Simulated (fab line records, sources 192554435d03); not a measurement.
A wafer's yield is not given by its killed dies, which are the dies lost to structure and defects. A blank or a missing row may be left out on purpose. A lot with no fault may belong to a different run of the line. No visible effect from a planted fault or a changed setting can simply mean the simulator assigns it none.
Which tool is to blame?    flow n5 finfet    11 lots, 33 wafers sampled, at 4 steps of a route of 1938

## WHAT EACH GAUGE READ, for each wafer
The record lacks any reading of a measuring or inspecting step that a usual standard deviation could be used to judge.

## WHICH TOOL RAN EACH LOT (tool, then ch and the chambers of the sampled wafers, then the start)
lot   N5_BEOL_M9_DESCUM_33                N5_BEOL_M9_SURFACE_TREAT_79   N5_BEOL_M9_CVD_78                 N5_BEOL_M10_CURE_71
L961  rie diel-06 ch 1,2,3, day 9 17:05   pvd sputter-03, day 9 20:43   cvd co-01 ch 0,1,2, day 9 21:00   uv cure-01 ch 0, day 9 22:13
L963  rie diel-05 ch 0,1,2, day 9 21:59   pvd sputter-03, day 9 23:41   cvd co-01 ch 0,1, day 9 23:49     uv cure-01 ch 1, day 10 01:44
L962  rie diel-05 ch 1,2,3, day 9 22:25   pvd sputter-03, day 10 00:04  cvd co-01 ch 0,2, day 10 00:08    uv cure-02 ch 1, day 10 01:44
L964  rie diel-06 ch 1,3, day 10 08:03    pvd sputter-03, day 10 09:32  cvd co-01 ch 0,1,2, day 10 09:42  uv cure-02 ch 1, day 10 10:56
L968  rie diel-04 ch 0,1,3, day 11 02:19  pvd sputter-03, day 11 03:49  cvd co-01 ch 0,1, day 11 03:52    uv cure-01 ch 0, day 11 05:29
L975  rie diel-06 ch 0,1,3, day 13 08:14  pvd sputter-03, day 13 09:56  cvd co-01 ch 0,1, day 13 09:59    uv cure-01 ch 0, day 13 11:42
L976  rie diel-05 ch 0,1, day 13 08:28    pvd sputter-02, day 13 10:14  cvd co-01 ch 0,2, day 13 10:18    uv cure-02 ch 0, day 13 12:08
L979  rie diel-05 ch 0,1,2, day 14 04:19  pvd sputter-02, day 14 06:04  cvd co-02 ch 0,1, day 14 06:07    uv cure-01 ch 0, day 14 07:38
L980  rie diel-05 ch 1,3, day 14 18:25    pvd sputter-03, day 14 19:57  cvd co-02 ch 1,2, day 14 20:02    uv cure-02 ch 1, day 14 21:44
L981  rie diel-06 ch 1,3, day 15 08:19    pvd sputter-03, day 15 11:02  cvd co-01 ch 0, day 15 11:17      uv cure-03 ch 2, day 15 12:40
L983  rie diel-05 ch 1,2,3, day 15 23:30  pvd sputter-03, day 16 01:08  cvd co-01 ch 0,2, day 16 01:14    uv cure-03 ch 1, day 16 03:17
- N5_BEOL_M9_DESCUM_33: chemistry O2, time 7 s.
- N5_BEOL_M9_SURFACE_TREAT_79
- N5_BEOL_M9_CVD_78: deposits Co from CCTBA/H2, target thk 2 nm, time 138.9 s.
- N5_BEOL_M10_CURE_71: cures SiCOH lowk, time 240 s.

## AS READ BY THE TOOLS THEMSELVES (means over the sampled wafers that have a number; for cases with no such wafer, the mark the record gives instead)
N5_BEOL_M9_DESCUM_33.
lot   tool         drypump motor current A (A)  oes product au (a.u.)  rf vpp V (V)  showerhead plenum p Torr (Torr)  throttle valve pct (%)
L961  rie diel-06  5.6                          0.73                   243.3         2.12                             20.48
L963  rie diel-05  5.5                          0.76                   243.4         2.09                             20.57
L962  rie diel-05  5.4                          0.79                   242.2         2.04                             20.37
L964  rie diel-06  5.5                          0.73                   242.5         2.06                             20.54
L968  rie diel-04  5.5                          0.75                   243.5         2.09                             20.60
L975  rie diel-06  5.6                          0.78                   243.6         2.10                             20.34
L976  rie diel-05  5.7                          0.69                   242.8         2.04                             20.72
L979  rie diel-05  5.5                          0.73                   243.0         2.08                             20.63
L980  rie diel-05  5.6                          0.75                   241.7         2.01                             20.39
L981  rie diel-06  5.6                          0.70                   241.8         2.05                             20.60
L983  rie diel-05  5.5                          0.75                   241.5         2.03                             20.43

N5_BEOL_M9_SURFACE_TREAT_79.
lot   tool            ar flow sccm (sccm)
L961  pvd sputter-03  29.94
L963  pvd sputter-03  29.99
L962  pvd sputter-03  30.08
L964  pvd sputter-03  29.99
L968  pvd sputter-03  30.03
L975  pvd sputter-03  29.90
L976  pvd sputter-02  29.94
L979  pvd sputter-02  29.99
L980  pvd sputter-03  30.00
L981  pvd sputter-03  30.01
L983  pvd sputter-03  30.01

N5_BEOL_M9_CVD_78.
lot   tool       run length s (s)
L961  cvd co-01  162.2
L963  cvd co-01  162.4
L962  cvd co-01  144.4
L964  cvd co-01  125.9
L968  cvd co-01  143.8
L975  cvd co-01  162.4
L976  cvd co-01  162.5
L979  cvd co-02  162.1
L980  cvd co-02  162.4
L981  cvd co-01  162.3
L983  cvd co-01  162.5

N5_BEOL_M10_CURE_71.
lot   tool        lamp power pct (%)  wafer_temp_C_max
L961  uv cure-01  52.29               386.7
L963  uv cure-01  52.31               386.4
L962  uv cure-02  52.40               387.5
L964  uv cure-02  52.26               388.1
L968  uv cure-01  52.28               387.3
L975  uv cure-01  52.36               387.2
L976  uv cure-02  52.29               387.3
L979  uv cure-01  52.29               387.4
L980  uv cure-02  52.32               387.4
L981  uv cure-03  52.30               387.9
L983  uv cure-03  52.33               386.4

## THE ANSWER, worked out from the rows above alone
Rule: the lots themselves supply what counts as usual. Put in order of their means at a reading, lots are off if they are a third of the lots or fewer, leave a main group of 4 or more, and stand apart from it by a gap of 3 or more times the standard deviation of the main group's means; of several such gaps the widest counts. Not used: any main group whose means are identical at the precision the tables above print for the reading. A lot without any number at a reading at which 4 lots or more have one is off too. Where the step has rows for the other lots, those lots are counted as sound. After the gauges, taken in route order, come the tools' own readings; for these a lot's mean is taken, as printed above. The first step at which some lot is off is used, and at that step the reading that is off furthest; a lot without a number counts as furthest.
Off: L962, L964, L968 (N5_BEOL_M9_CVD_78, run length s). The main group has a mean of 162.3 s with a standard deviation of 0.13.
If a tool, at that step or one of the process steps before it, ran each lot that is off and ran no sound lot following the first of them, it fits. No candidate that was tried fits.

## WHAT THE SIMULATOR PUT IN
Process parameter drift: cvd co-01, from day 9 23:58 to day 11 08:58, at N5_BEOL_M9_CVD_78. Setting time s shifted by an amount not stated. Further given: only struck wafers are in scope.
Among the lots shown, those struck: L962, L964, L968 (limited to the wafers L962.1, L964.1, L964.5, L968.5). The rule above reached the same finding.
